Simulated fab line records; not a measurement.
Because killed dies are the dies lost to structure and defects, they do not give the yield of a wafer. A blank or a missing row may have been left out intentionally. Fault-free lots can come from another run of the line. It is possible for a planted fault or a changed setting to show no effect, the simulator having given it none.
fab line records | flow n5Finfet | part 1 of 2: steps 1 to 4 of 6
record: lots: 23 | wafers: 69 | lastDay: 18
route steps=1938 shown MOL_CONTACT_COAG@554
lots with no fault: from the same line, run without faults
startH: hours from the record's opening day to when the first of the lot's shown wafers began | waitH: hours from the lot's prior step to this one | " unchanged from the row above | L1.1+2: several wafers, shown together as one row | - value missing, or start not given | * or withheld: withheld | < > ~ a bound
route shown NAME@n: NAME is a module with steps in the file, n the number in the route of the first one | usual: the fault-free wafers' mean and standard deviation | same: alike in all rows | chamber/n: place in a boat | sites: the reading at each site | _std_site: standard deviation across them | _edge_site: outer sites' mean less inner sites' | radiusMm: how far each site lies from the wafer's centre | mask NAME#n: copy n | behind: the tool/chamber that last shaped the wafer | hold: the reason the lot was held/the length of the hold in hours/how it ended | device: whichever transistor did not switch (one of n, p or np) | end of line: at the end of the route, the tests of the same wafers | a step with no rows: only its recipe | killed: dies lost to structure and defects at the first sort, not the wafer's yield | map: dies across one wafer; x = killed, . = not, _ = none there
set.NAME: the setting that was run; set.NAME@STEP: the one run at that earlier step | model.NAME: the simulator's own value behind a step, which no gauge read
one table for each step of the route and one row for each wafer, over a sample of lots
services: the hour from which a tool's chamber was out of use, counted from the record's first day as startH (under 0 if before that day), plus the number of hours and why
== steps ==
step: N5_MOL_CONTACT_COAG_CMP_23
recipe: stopOn: SiO2 | tOverpolishS: 1.5 | postCmpClean: cuAlkaline | downForcePsi: 2 | platenRpm: 50.289 | padVelocityMS: 1.0006 | targetThkNm: 0
usual: edgeZonePressureFrac: 1.000/0.0049 | motorCurrentA: 8.0/0.69 | overpolishRunS: 1.500/0.0092 | timeToEndpointS: 8.8/2.5
same: tOverpolishS: 1.5
lot.wafer | tool   | chamber | startH | waitH | edgeZonePressureFrac | motorCurrentA | overpolishRunS | timeToEndpointS
L074.2    | cmp-04 | 3       | 96.01  | 0.0   | 1.004                | 7.2           | 1.510          | 7.0
L074.3    | "      | 0       | "      | "     | 0.999                | 7.7           | 1.488          | 8.7
L074.4    | "      | 1       | "      | "     | 0.998                | 9.0           | 1.494          | 11.2
L075.2    | cmp-03 | 2       | 103.82 | 0.0   | 0.995                | 8.0           | 1.516          | 14.5
L075.4    | "      | 0       | "      | "     | 1.005                | 7.0           | 1.498          | 12.4
L075.5    | "      | 2       | "      | "     | 1.000                | 8.5           | 1.492          | 9.9
L076.4    | cmp-03 | 3       | 110.49 | 0.0   | 0.998                | 7.9           | 1.500          | 9.9
L076.3    | "      | 0       | "      | "     | 1.003                | 7.2           | 1.503          | 7.6
L076.1    | "      | 2       | "      | "     | 0.994                | 8.4           | 1.508          | 7.7
L077.1    | cmp-01 | 2       | 112.72 | 0.1   | 0.995                | 7.7           | 1.491          | 11.3
L077.4    | "      | 3       | "      | "     | 1.004                | 8.7           | 1.500          | 7.8
L077.6    | "      | 2       | "      | "     | 0.993                | 7.5           | 1.512          | 11.6
L078.3    | cmp-04 | 2       | 116.45 | 0.0   | 1.001                | 7.2           | 1.493          | 5.8
L078.1    | "      | 0       | "      | "     | 1.001                | 7.6           | 1.498          | 7.4
L078.6    | "      | 2       | "      | "     | 1.004                | 7.2           | 1.512          | 4.9
L079.1    | cmp-03 | 1       | 125.79 | 0.1   | 0.993                | 9.0           | 1.519          | 9.7
L079.3    | "      | 3       | "      | "     | 1.003                | 8.2           | 1.507          | 11.6
L079.5    | "      | 1       | "      | "     | 1.002                | 9.0           | 1.501          | 7.1
L080.1    | cmp-04 | 3       | 130.04 | 0.0   | 0.993                | 7.0           | 1.501          | 7.5
L080.4    | "      | 1       | "      | "     | 1.003                | 8.9           | 1.499          | 10.5
L080.2    | "      | 2       | "      | "     | 1.000                | 7.6           | 1.510          | 4.0
L082.2    | cmp-04 | 2       | 146.71 | 0.1   | 1.012                | 7.2           | 1.507          | 8.1
L082.1    | "      | 1       | "      | "     | 1.000                | 9.2           | 1.484          | 13.9
L082.6    | "      | 2       | "      | "     | 1.012                | 7.6           | 1.499          | 9.1
L083.4    | cmp-04 | 2       | 154.94 | 0.1   | 0.999                | 7.8           | 1.514          | 1.5
L083.1    | "      | 3       | "      | "     | 1.000                | 7.5           | 1.498          | 5.8
L083.2    | "      | 0       | "      | "     | 1.001                | 7.9           | 1.489          | 5.7
L084.3    | cmp-01 | 0       | 155.12 | 0.1   | 1.002                | 7.4           | 1.508          | 7.5
L084.1    | "      | 1       | "      | "     | 1.000                | 7.7           | 1.500          | 8.2
L084.6    | "      | 2       | "      | "     | 1.001                | 7.7           | 1.487          | 8.3
L085.2    | cmp-03 | 0       | 162.52 | 0.0   | 1.001                | 7.1           | 1.512          | 9.2
L085.3    | "      | 1       | "      | "     | 0.993                | 8.7           | 1.501          | 7.4
L085.6    | "      | 1       | "      | "     | 0.996                | 9.0           | 1.499          | 7.3
L086.4    | cmp-03 | 2       | 170.33 | 0.0   | 1.000                | 8.8           | 1.500          | 8.4
L086.2    | "      | 3       | "      | "     | 0.990                | 8.2           | 1.489          | 8.0
L086.3    | "      | 1       | "      | "     | 0.998                | 8.5           | 1.492          | 3.3
L087.2    | cmp-03 | 3       | 172.33 | 0.1   | 1.005                | 7.8           | 1.515          | 9.9
L087.4    | "      | 0       | "      | "     | 0.993                | 7.0           | 1.493          | 10.5
L087.6    | "      | 2       | "      | "     | 0.999                | 8.6           | 1.505          | 11.2
L088.2    | cmp-04 | 1       | 177.91 | 0.0   | 1.004                | 9.4           | 1.517          | 11.5
L088.1    | "      | 0       | "      | "     | 1.004                | 7.4           | 1.501          | 5.6
L088.5    | "      | 1       | "      | "     | 0.999                | 9.5           | 1.499          | 12.6
L089.1    | cmp-03 | 3       | 191.23 | 0.0   | 1.012                | 8.4           | 1.506          | 9.6
L089.5    | "      | 3       | "      | "     | 1.000                | 7.9           | 1.502          | 7.6
L089.6    | "      | 0       | "      | "     | 0.996                | 7.3           | 1.517          | 10.1
L090.1    | cmp-04 | 1       | 191.39 | 0.0   | 1.001                | 8.4           | 1.497          | 13.1
L090.3    | "      | 0       | "      | "     | 0.994                | 7.7           | 1.499          | 12.5
L090.5    | "      | 2       | "      | "     | 1.004                | 7.5           | 1.501          | 10.6
L091.4    | cmp-03 | 3       | 195.84 | 0.0   | 1.004                | 8.4           | 1.513          | 10.0
L091.2    | "      | 0       | "      | "     | 1.002                | 7.3           | 1.496          | 9.1
L091.3    | "      | 1       | "      | "     | 1.010                | 8.7           | 1.506          | 7.7
L092.1    | cmp-03 | 3       | 205.13 | 0.1   | 1.002                | 8.4           | 1.496          | 11.4
L092.2    | "      | 1       | "      | "     | 1.008                | 9.2           | 1.496          | 10.5
L092.5    | "      | 2       | "      | "     | 1.006                | 8.4           | 1.497          | 10.7
L093.2    | cmp-04 | 0       | 211.14 | 0.1   | 0.998                | 7.5           | 1.491          | 8.7
L093.4    | "      | 1       | "      | "     | 1.001                | 9.2           | 1.509          | 8.6
L093.6    | "      | 3       | "      | "     | 1.003                | 7.5           | 1.496          | 4.5
L094.2    | cmp-03 | 0       | 214.09 | 0.0   | 0.998                | 6.9           | 1.502          | 10.4
L094.6    | "      | 0       | "      | "     | 1.001                | 6.8           | 1.495          | 10.0
L094.5    | "      | 1       | "      | "     | 1.002                | 8.9           | 1.501          | 8.4
L095.3    | cmp-01 | 0       | 218.75 | 0.0   | 1.005                | 7.1           | 1.497          | 7.7
L095.4    | "      | 1       | "      | "     | 0.993                | 7.4           | 1.500          | 7.5
L095.1    | "      | 2       | "      | "     | 1.001                | 7.8           | 1.494          | 12.8
L096.1    | cmp-03 | 1       | 228.67 | 0.1   | 1.006                | 9.0           | 1.488          | 4.6
L096.3    | "      | 2       | "      | "     | 1.010                | 8.7           | 1.504          | 9.3
L096.2    | "      | 3       | "      | "     | 0.990                | 8.1           | 1.504          | 7.3
L097.1    | cmp-04 | 3       | 232.18 | 0.1   | 1.004                | 7.2           | 1.503          | 5.7
L097.4    | "      | 0       | "      | "     | 1.001                | 7.3           | 1.503          | 6.2
L097.5    | "      | 2       | "      | "     | 0.997                | 7.7           | 1.507          | 3.6
step: N5_MOL_CONTACT_COAG_ETCH_89
recipe: chemistry: N2/H2 | target: underlayer | targetDepthA: 130 | maskMaterial: CAR-EUV | timeS: 10.4 | ionEnergyEv: 200 | pressureMtorr: 30 | sourceW: 840 | biasW: 150 | n2FlowSccm: 200 | h2FlowSccm: 200 | ends: cleared
usual: drypumpMotorCurrentA: 5.6/0.43 | etchRfOnTimeS: 10.40/0.2 | oesProductAu: 0.65/0.051 | rfVppV: 524.7/2 | showerheadPlenumPTorr: 2.57/0.065 | throttleValvePct: 17.76/0.2
lot.wafer | tool       | chamber | startH | waitH | drypumpMotorCurrentA | etchRfOnTimeS | oesProductAu | rfHoursCounterH | rfVppV | showerheadPlenumPTorr | throttleValvePct
L074.2    | rieDiel-04 | 3       | 102.03 | 0.0   | 5.9                  | 10.43         | 0.63         | 180             | 527.8  | 2.62                  | 17.74
L074.3    | "          | 1       | "      | "     | 6.0                  | 10.28         | 0.77         | 17              | 524.7  | 2.61                  | 17.86
L074.4    | "          | 0       | "      | "     | 6.1                  | 10.51         | 0.66         | 143             | 523.9  | 2.54                  | 18.03
L075.2    | rieDiel-01 | 2       | 107.79 | 0.0   | 4.8                  | 10.35         | 0.63         | 153             | 520.7  | 2.45                  | 17.98
L075.4    | "          | 0       | "      | "     | 5.8                  | 10.58         | 0.66         | 135             | 524.4  | 2.54                  | 17.68
L075.5    | "          | 1       | "      | "     | 5.1                  | 10.14         | 0.62         | -               | 526.5  | 2.64                  | 17.85
L076.1    | rieDiel-03 | 0       | 114.22 | 0.0   | 5.3                  | 10.58         | 0.70         | 83              | 528.5  | 2.67                  | 17.45
L076.3    | "          | 2       | "      | "     | 5.2                  | 10.44         | 0.67         | 145             | 524.3  | 2.53                  | 17.56
L076.4    | "          | 1       | "      | "     | 5.4                  | 10.92         | 0.66         | 118             | 524.3  | 2.57                  | 17.64
L077.1    | rieDiel-03 | 3       | 116.86 | 0.0   | 5.9                  | 10.33         | 0.59         | 228             | 526.6  | 2.62                  | 17.90
L077.4    | "          | 2       | "      | "     | 5.2                  | 10.20         | 0.68         | 145             | 522.4  | 2.53                  | 17.56
L077.6    | "          | 1       | "      | "     | 5.4                  | 10.69         | 0.66         | -               | 524.7  | 2.57                  | 17.64
L078.1    | rieDiel-03 | 0       | 120.24 | 0.0   | 5.3                  | 10.31         | 0.71         | 85              | 526.9  | 2.67                  | 17.45
L078.3    | "          | 3       | "      | "     | 5.9                  | 10.31         | 0.58         | 229             | 524.7  | 2.62                  | 17.89
L078.6    | "          | 3       | "      | "     | 5.9                  | 10.35         | 0.58         | -               | 524.7  | 2.62                  | 17.88
L079.1    | rieDiel-04 | 0       | 130.10 | 0.0   | 6.1                  | 10.38         | 0.65         | 154             | 523.0  | 2.54                  | 18.04
L079.3    | "          | 3       | "      | "     | 5.9                  | 10.21         | 0.63         | 189             | 525.5  | 2.62                  | 17.74
L079.5    | "          | 1       | "      | "     | 6.0                  | 10.09         | 0.76         | -               | 524.3  | 2.60                  | 17.88
L080.1    | rieDiel-04 | 2       | 133.88 | 0.0   | 6.1                  | 10.35         | 0.61         | 225             | 523.2  | 2.51                  | 17.63
L080.2    | "          | 3       | "      | "     | 5.9                  | 10.39         | 0.63         | 191             | 525.8  | 2.62                  | 17.76
L080.4    | "          | 1       | "      | "     | 6.0                  | 10.25         | 0.75         | 29              | 525.3  | 2.60                  | 17.90
L082.1    | rieDiel-04 | 2       | 150.60 | 0.0   | 6.1                  | 10.37         | 0.60         | 230             | 522.1  | 2.51                  | 17.63
L082.2    | "          | 3       | "      | "     | 5.9                  | 10.43         | 0.62         | 196             | 526.4  | 2.62                  | 17.76
L082.6    | "          | 0       | "      | "     | 6.0                  | 10.62         | 0.64         | -               | 521.7  | 2.53                  | 18.07
L083.1    | rieDiel-03 | 3       | 158.85 | 0.0   | 5.9                  | 10.38         | 0.58         | 243             | 527.2  | 2.61                  | 17.91
L083.2    | "          | 1       | "      | "     | 5.4                  | 10.66         | 0.65         | 133             | 523.9  | 2.56                  | 17.68
L083.4    | "          | 2       | "      | "     | 5.2                  | 10.16         | 0.67         | 160             | 525.0  | 2.52                  | 17.58
L084.1    | rieDiel-01 | 2       | 158.94 | 0.0   | 4.8                  | 10.35         | 0.63         | 172             | 521.1  | 2.44                  | 18.03
L084.3    | "          | 0       | "      | "     | 5.8                  | 10.54         | 0.64         | 153             | 524.2  | 2.53                  | 17.72
L084.6    | "          | 2       | "      | "     | 4.8                  | 10.41         | 0.62         | -               | 521.3  | 2.44                  | 18.03
L085.2    | rieDiel-01 | 2       | 166.31 | 0.0   | 4.8                  | 10.28         | 0.63         | 174             | 520.0  | 2.44                  | 18.04
L085.3    | "          | 1       | "      | "     | 5.1                  | 10.02         | 0.61         | 234             | 524.3  | 2.62                  | 17.91
L085.6    | "          | 1       | "      | "     | 5.0                  | 10.07         | 0.61         | -               | 526.3  | 2.63                  | 17.89
L086.2    | rieDiel-03 | 0       | 174.47 | 0.0   | 5.3                  | 10.55         | 0.68         | 103             | 526.3  | 2.66                  | 17.47
L086.3    | "          | 2       | "      | "     | 5.2                  | 10.33         | 0.66         | 166             | 524.8  | 2.52                  | 17.59
L086.4    | "          | 1       | "      | "     | 5.4                  | 10.75         | 0.65         | 139             | 525.9  | 2.56                  | 17.69
L087.2    | rieDiel-03 | 1       | 176.75 | 0.0   | 5.4                  | 10.85         | 0.64         | 139             | 523.7  | 2.56                  | 17.68
L087.4    | "          | 0       | "      | "     | 5.3                  | 10.57         | 0.68         | 103             | 527.1  | 2.66                  | 17.49
L087.6    | "          | 2       | "      | "     | 5.2                  | 10.28         | 0.66         | -               | 524.1  | 2.52                  | 17.60
L088.1    | rieDiel-03 | 2       | 181.92 | 0.0   | 5.2                  | 10.21         | 0.66         | 169             | 521.8  | 2.52                  | 17.60
L088.2    | "          | 0       | "      | "     | 5.3                  | 10.40         | 0.69         | 105             | 525.6  | 2.66                  | 17.48
L088.5    | "          | 2       | "      | "     | 5.2                  | 10.33         | 0.65         | -               | 523.8  | 2.52                  | 17.60
L089.1    | rieDiel-03 | 2       | 194.95 | 0.0   | 5.2                  | 10.21         | 0.65         | 173             | 523.0  | 2.52                  | 17.63
L089.5    | "          | 1       | "      | "     | 5.4                  | 10.74         | 0.64         | -               | 522.8  | 2.55                  | 17.68
L089.6    | "          | 2       | "      | "     | 5.2                  | 10.28         | 0.65         | -               | 524.1  | 2.52                  | 17.60
L090.1    | rieDiel-04 | 3       | 195.58 | 0.0   | 6.0                  | 10.30         | 0.62         | 212             | 527.6  | 2.61                  | 17.79
L090.3    | "          | 0       | "      | "     | 6.1                  | 10.53         | 0.64         | 176             | 522.8  | 2.53                  | 18.09
L090.5    | "          | 3       | "      | "     | 6.0                  | 10.35         | 0.62         | -               | 524.5  | 2.61                  | 17.78
L091.2    | rieDiel-04 | 0       | 200.51 | 0.0   | 6.1                  | 10.49         | 0.64         | 177             | 524.6  | 2.53                  | 18.08
L091.3    | "          | 3       | "      | "     | 6.0                  | 10.22         | 0.61         | 214             | 526.4  | 2.61                  | 17.80
L091.4    | "          | 1       | "      | "     | 6.0                  | 10.11         | 0.73         | 47              | 523.7  | 2.59                  | 17.93
L092.1    | rieDiel-01 | 1       | 209.26 | 0.0   | 5.1                  | 10.18         | 0.59         | 250             | 526.5  | 2.62                  | 17.94
L092.2    | "          | 2       | "      | "     | 4.8                  | 10.38         | 0.61         | 189             | 520.5  | 2.43                  | 18.06
L092.5    | "          | 2       | "      | "     | 4.8                  | 10.36         | 0.60         | -               | 520.9  | 2.43                  | 18.06
L093.2    | rieDiel-01 | 1       | 216.12 | 0.0   | 5.1                  | 10.06         | 0.60         | 254             | 525.2  | 2.62                  | 17.95
L093.4    | "          | 1       | "      | "     | 5.1                  | 10.14         | 0.59         | -               | 525.5  | 2.62                  | 17.91
L093.6    | "          | 2       | "      | "     | 4.8                  | 10.41         | 0.61         | -               | 519.9  | 2.43                  | 18.06
L094.2    | rieDiel-03 | 0       | 218.49 | 0.0   | 5.3                  | 10.52         | 0.67         | 117             | 525.9  | 2.65                  | 17.51
L094.5    | "          | 1       | "      | "     | 5.4                  | 10.89         | 0.62         | -               | 522.9  | 2.55                  | 17.70
L094.6    | "          | 2       | "      | "     | 5.2                  | 10.20         | 0.66         | -               | 523.4  | 2.51                  | 17.63
L095.1    | rieDiel-01 | 0       | 222.63 | 0.0   | 5.8                  | 10.62         | 0.63         | 178             | 524.3  | 2.52                  | 17.74
L095.3    | "          | 2       | "      | "     | 4.8                  | 10.37         | 0.61         | 195             | 520.9  | 2.43                  | 18.08
L095.4    | "          | 1       | "      | "     | 5.1                  | 10.13         | 0.59         | -               | 524.5  | 2.62                  | 17.94
L096.1    | rieDiel-03 | 2       | 232.95 | 0.0   | 5.2                  | 10.21         | 0.65         | 186             | 523.4  | 2.51                  | 17.64
L096.2    | "          | 0       | "      | "     | 5.3                  | 10.47         | 0.67         | 122             | 526.8  | 2.65                  | 17.52
L096.3    | "          | 1       | "      | "     | 5.4                  | 10.72         | 0.64         | 157             | 521.6  | 2.55                  | 17.71
L097.1    | rieDiel-04 | 2       | 236.04 | 0.0   | 6.1                  | 10.22         | 0.83         | 2               | 524.3  | 2.50                  | 17.26
L097.4    | "          | 1       | "      | "     | 6.0                  | 10.27         | 0.70         | 63              | 525.9  | 2.59                  | 17.94
L097.5    | "          | 3       | "      | "     | 6.0                  | 10.30         | 0.61         | -               | 525.8  | 2.60                  | 17.84
step: N5_MOL_CONTACT_COAG_OVL_MEAS_41
recipe: pointsPerWafer: 522
usual: VD_OVL: -0.1/0.63
lot.wafer | tool       | chamber | startH | waitH | VD_OVL[nm]
L074.2    | overlay-02 | 0       | 103.16 | 0.0   | -0.2
L074.3    | "          | 0       | "      | "     | 0.0
L074.4    | "          | 0       | "      | "     | 0.2
L075.2    | overlay-01 | 0       | 109.04 | 0.0   | 1.1
L075.4    | "          | 0       | "      | "     | 0.0
L075.5    | "          | 0       | "      | "     | 0.1
L076.1    | overlay-01 | 0       | 115.57 | 0.0   | -0.4
L076.3    | "          | 0       | "      | "     | -0.2
L076.4    | "          | 0       | "      | "     | -0.4
L077.1    | overlay-02 | 0       | 118.24 | 0.0   | -1.2
L077.4    | "          | 0       | "      | "     | -0.3
L077.6    | "          | 0       | "      | "     | -0.9
L078.1    | overlay-02 | 0       | 121.36 | 0.0   | 0.3
L078.3    | "          | 0       | "      | "     | 1.1
L078.6    | "          | 0       | "      | "     | 0.3
L079.1    | overlay-02 | 0       | 131.21 | 0.0   | 1.0
L079.3    | "          | 0       | "      | "     | 0.9
L079.5    | "          | 0       | "      | "     | 0.4
L080.1    | overlay-02 | 0       | 135.00 | 0.0   | -1.0
L080.2    | "          | 0       | "      | "     | 0.5
L080.4    | "          | 0       | "      | "     | 0.3
L082.1    | overlay-01 | 0       | 151.97 | 0.0   | 0.6
L082.2    | "          | 0       | "      | "     | 0.4
L082.6    | "          | 0       | "      | "     | 0.2
L083.1    | overlay-02 | 0       | 160.14 | 0.0   | 0.6
L083.2    | "          | 0       | "      | "     | 0.4
L083.4    | "          | 0       | "      | "     | -0.2
L084.1    | overlay-02 | 0       | 160.39 | 0.0   | -0.3
L084.3    | "          | 0       | "      | "     | -0.7
L084.6    | "          | 0       | "      | "     | -0.7
L085.2    | overlay-01 | 0       | 167.56 | 0.0   | -1.3
L085.3    | "          | 0       | "      | "     | 0.2
L085.6    | "          | 0       | "      | "     | -0.6
L086.2    | overlay-01 | 0       | 175.60 | 0.0   | 0.0
L086.3    | "          | 0       | "      | "     | -0.4
L086.4    | "          | 0       | "      | "     | 0.4
L087.2    | overlay-02 | 0       | 178.21 | 0.0   | 0.9
L087.4    | "          | 0       | "      | "     | 0.2
L087.6    | "          | 0       | "      | "     | 0.6
L088.1    | overlay-02 | 0       | 183.16 | 0.0   | 0.7
L088.2    | "          | 0       | "      | "     | -0.8
L088.5    | "          | 0       | "      | "     | 0.1
L089.1    | overlay-02 | 0       | 196.21 | 0.0   | -0.6
L089.5    | "          | 0       | "      | "     | -0.2
L089.6    | "          | 0       | "      | "     | -1.6
L090.1    | overlay-02 | 0       | 196.76 | 0.0   | 0.0
L090.3    | "          | 0       | "      | "     | 0.2
L090.5    | "          | 0       | "      | "     | 0.3
L091.2    | overlay-01 | 0       | 201.77 | 0.0   | -0.2
L091.3    | "          | 0       | "      | "     | 0.0
L091.4    | "          | 0       | "      | "     | 0.6
L092.1    | overlay-01 | 0       | 210.39 | 0.0   | -0.5
L092.2    | "          | 0       | "      | "     | -0.4
L092.5    | "          | 0       | "      | "     | -0.9
L093.2    | overlay-02 | 0       | 217.25 | 0.0   | -0.2
L093.4    | "          | 0       | "      | "     | 0.0
L093.6    | "          | 0       | "      | "     | 0.2
L094.2    | overlay-02 | 0       | 219.61 | 0.0   | -0.8
L094.5    | "          | 0       | "      | "     | -0.4
L094.6    | "          | 0       | "      | "     | 0.5
L095.1    | overlay-01 | 0       | 223.76 | 0.0   | 0.4
L095.3    | "          | 0       | "      | "     | 0.7
L095.4    | "          | 0       | "      | "     | 0.4
L096.1    | overlay-01 | 0       | 234.07 | 0.0   | -0.2
L096.2    | "          | 0       | "      | "     | -0.5
L096.3    | "          | 0       | "      | "     | 0.2
L097.1    | overlay-01 | 0       | 237.29 | 0.0   | -1.7
L097.4    | "          | 0       | "      | "     | -1.3
L097.5    | "          | 0       | "      | "     | -1.3
step: N5_MOL_CONTACT_COAG_DESCUM_45
recipe: chemistry: O2 | timeS: 7 | sourcePowerW: 50 | biasPowerW: 20 | pressureMtorr: 20 | rfFrequencyHz: 2.712e+07 | tempC: 40 | resist: CAR-EUV | o2FlowSccm: 225
usual: drypumpMotorCurrentA: 5.6/0.47 | oesProductAu: 0.77/0.066 | rfVppV: 243.7/1.3 | showerheadPlenumPTorr: 2.13/0.063 | throttleValvePct: 20.39/0.21
lot.wafer | tool       | chamber | startH | waitH | drypumpMotorCurrentA | oesProductAu | rfHoursCounterH | rfVppV | showerheadPlenumPTorr | throttleValvePct
L074.2    | rieDiel-01 | 1       | 103.24 | 0.0   | 5.1                  | 0.70         | 208             | 244.7  | 2.18                  | 20.52
L074.3    | "          | 0       | "      | "     | 5.8                  | 0.79         | 134             | 243.1  | 2.11                  | 20.36
L074.4    | "          | 2       | "      | "     | 4.8                  | 0.75         | 151             | 242.7  | 2.02                  | 20.58
L075.2    | rieDiel-01 | 1       | 109.13 | 0.0   | 5.0                  | 0.71         | 210             | 245.4  | 2.18                  | 20.52
L075.4    | "          | 2       | "      | "     | 4.8                  | 0.74         | 153             | 241.3  | 2.02                  | 20.57
L075.5    | "          | 1       | "      | "     | 5.1                  | 0.71         | -               | 243.9  | 2.18                  | 20.53
L076.1    | rieDiel-03 | 1       | 115.67 | 0.0   | 5.4                  | 0.77         | 119             | 244.0  | 2.10                  | 20.13
L076.3    | "          | 0       | "      | "     | 5.3                  | 0.82         | 83              | 244.0  | 2.21                  | 20.16
L076.4    | "          | 2       | "      | "     | 5.2                  | 0.78         | 145             | 244.3  | 2.09                  | 20.19
L077.1    | rieDiel-04 | 0       | 118.54 | 0.2   | 6.0                  | 0.75         | 150             | 244.1  | 2.11                  | 20.73
L077.4    | "          | 1       | "      | "     | 6.0                  | 0.88         | 24              | 244.3  | 2.14                  | 20.54
L077.6    | "          | 3       | "      | "     | 6.0                  | 0.74         | -               | 243.7  | 2.18                  | 20.40
L078.1    | rieDiel-03 | 1       | 121.45 | 0.0   | 5.4                  | 0.78         | 120             | 244.4  | 2.10                  | 20.12
L078.3    | "          | 0       | "      | "     | 5.3                  | 0.82         | 85              | 244.4  | 2.21                  | 20.19
L078.6    | "          | 3       | "      | "     | 5.9                  | 0.68         | -               | 245.7  | 2.18                  | 20.54
L079.1    | rieDiel-04 | 1       | 131.31 | 0.0   | 6.0                  | 0.88         | 28              | 243.1  | 2.13                  | 20.54
L079.3    | "          | 2       | "      | "     | 6.1                  | 0.70         | 224             | 243.8  | 2.08                  | 20.36
L079.5    | "          | 0       | "      | "     | 6.1                  | 0.75         | -               | 244.1  | 2.10                  | 20.74
L080.1    | rieDiel-03 | 0       | 135.20 | 0.1   | 5.3                  | 0.82         | 90              | 245.1  | 2.21                  | 20.17
L080.2    | "          | 1       | "      | "     | 5.4                  | 0.78         | 125             | 242.8  | 2.10                  | 20.13
L080.4    | "          | 2       | "      | "     | 5.2                  | 0.78         | 152             | 243.9  | 2.09                  | 20.21
L082.1    | rieDiel-01 | 0       | 152.07 | 0.0   | 5.8                  | 0.79         | 150             | 244.2  | 2.11                  | 20.39
L082.2    | "          | 2       | "      | "     | 4.8                  | 0.73         | 168             | 243.9  | 2.01                  | 20.61
L082.6    | "          | 3       | "      | "     | 6.1                  | 0.86         | -               | 245.0  | 2.20                  | 20.07
L083.1    | rieDiel-03 | 3       | 160.26 | 0.1   | 5.9                  | 0.67         | 243             | 243.9  | 2.17                  | 20.56
L083.2    | "          | 0       | "      | "     | 5.3                  | 0.80         | 98              | 245.6  | 2.21                  | 20.20
L083.4    | "          | 1       | "      | "     | 5.4                  | 0.77         | 133             | 244.1  | 2.10                  | 20.16
L084.1    | rieDiel-01 | 1       | 160.48 | 0.0   | 5.1                  | 0.70         | 232             | 244.5  | 2.18                  | 20.56
L084.3    | "          | 0       | "      | "     | 5.8                  | 0.78         | 154             | 243.1  | 2.11                  | 20.39
L084.6    | "          | 0       | "      | "     | 5.8                  | 0.77         | -               | 241.9  | 2.11                  | 20.36
L085.2    | rieDiel-01 | 2       | 167.65 | 0.0   | 4.8                  | 0.72         | 174             | 242.5  | 2.01                  | 20.62
L085.3    | "          | 3       | "      | "     | 6.1                  | 0.84         | 39              | 244.6  | 2.20                  | 20.08
L085.6    | "          | 2       | "      | "     | 4.8                  | 0.72         | -               | 242.2  | 2.01                  | 20.59
L086.2    | rieDiel-01 | 1       | 175.68 | 0.0   | 5.1                  | 0.69         | 238             | 243.9  | 2.17                  | 20.56
L086.3    | "          | 3       | "      | "     | 6.1                  | 0.85         | 42              | 244.6  | 2.20                  | 20.09
L086.4    | "          | 0       | "      | "     | 5.8                  | 0.77         | 159             | 242.9  | 2.10                  | 20.40
L087.2    | rieDiel-03 | 1       | 178.30 | 0.0   | 5.4                  | 0.76         | 140             | 244.4  | 2.09                  | 20.17
L087.4    | "          | 2       | "      | "     | 5.2                  | 0.77         | 167             | 242.5  | 2.09                  | 20.23
L087.6    | "          | 2       | "      | "     | 5.2                  | 0.77         | -               | 243.6  | 2.09                  | 20.23
L088.1    | rieDiel-01 | 2       | 183.25 | 0.0   | 4.8                  | 0.72         | 180             | 242.8  | 2.01                  | 20.62
L088.2    | "          | 1       | "      | "     | 5.1                  | 0.69         | 241             | 244.4  | 2.17                  | 20.57
L088.5    | "          | 2       | "      | "     | 4.8                  | 0.72         | -               | 242.5  | 2.01                  | 20.62
L089.1    | rieDiel-04 | 1       | 196.31 | 0.0   | 6.0                  | 0.85         | 46              | 244.6  | 2.13                  | 20.56
L089.5    | "          | 0       | "      | "     | 6.1                  | 0.74         | -               | 243.9  | 2.10                  | 20.78
L089.6    | "          | 1       | "      | "     | 6.0                  | 0.85         | -               | 243.3  | 2.13                  | 20.55
L090.1    | rieDiel-04 | 1       | 196.85 | 0.0   | 6.0                  | 0.84         | 46              | 243.9  | 2.13                  | 20.58
L090.3    | "          | 0       | "      | "     | 6.1                  | 0.73         | 176             | 244.7  | 2.10                  | 20.75
L090.5    | "          | 1       | "      | "     | 6.0                  | 0.85         | -               | 243.3  | 2.13                  | 20.57
L091.2    | rieDiel-03 | 2       | 201.86 | 0.0   | 5.2                  | 0.75         | 176             | 241.7  | 2.08                  | 20.25
L091.3    | "          | 1       | "      | "     | 5.4                  | 0.74         | 148             | 244.0  | 2.09                  | 20.18
L091.4    | "          | 1       | "      | "     | 5.4                  | 0.75         | -               | 243.6  | 2.09                  | 20.17
L092.1    | rieDiel-03 | 3       | 210.57 | 0.1   | 5.9                  | 0.98         | 1               | 243.7  | 2.17                  | 20.23
L092.2    | "          | 0       | "      | "     | 5.3                  | 0.79         | 115             | 244.8  | 2.20                  | 20.23
L092.5    | "          | 2       | "      | "     | 5.2                  | 0.76         | -               | 242.7  | 2.08                  | 20.26
L093.2    | rieDiel-01 | 0       | 217.52 | 0.2   | 5.8                  | 0.76         | 176             | 242.5  | 2.10                  | 20.42
L093.4    | "          | 0       | "      | "     | 5.8                  | 0.75         | -               | 242.9  | 2.10                  | 20.42
L093.6    | "          | 2       | "      | "     | 4.8                  | 0.71         | -               | 241.0  | 2.00                  | 20.64
L094.2    | rieDiel-03 | 0       | 219.70 | 0.0   | 5.3                  | 0.79         | 118             | 244.2  | 2.20                  | 20.23
L094.5    | "          | 3       | "      | "     | 5.9                  | 0.96         | -               | 245.6  | 2.17                  | 20.23
L094.6    | "          | 2       | "      | "     | 5.2                  | 0.76         | -               | 245.6  | 2.08                  | 20.26
L095.1    | rieDiel-04 | 0       | 223.86 | 0.0   | 6.1                  | 0.73         | 188             | 242.5  | 2.09                  | 20.81
L095.3    | "          | 3       | "      | "     | 5.9                  | 0.70         | 225             | 243.4  | 2.16                  | 20.46
L095.4    | "          | 0       | "      | "     | 6.1                  | 0.73         | -               | 242.8  | 2.09                  | 20.80
L096.1    | rieDiel-01 | 2       | 234.17 | 0.0   | 4.8                  | 0.71         | 201             | 240.8  | 2.00                  | 20.64
L096.2    | "          | 3       | "      | "     | 6.2                  | 0.83         | 53              | 245.0  | 2.20                  | 20.11
L096.3    | "          | 0       | "      | "     | 5.8                  | 0.76         | 184             | 242.1  | 2.10                  | 20.44
L097.1    | rieDiel-01 | 2       | 237.44 | 0.1   | 4.8                  | 0.70         | 202             | 241.4  | 2.00                  | 20.66
L097.4    | "          | 0       | "      | "     | 5.8                  | 0.75         | -               | 242.2  | 2.09                  | 20.43
L097.5    | "          | 3       | "      | "     | 6.2                  | 0.83         | -               | 245.5  | 2.20                  | 20.10
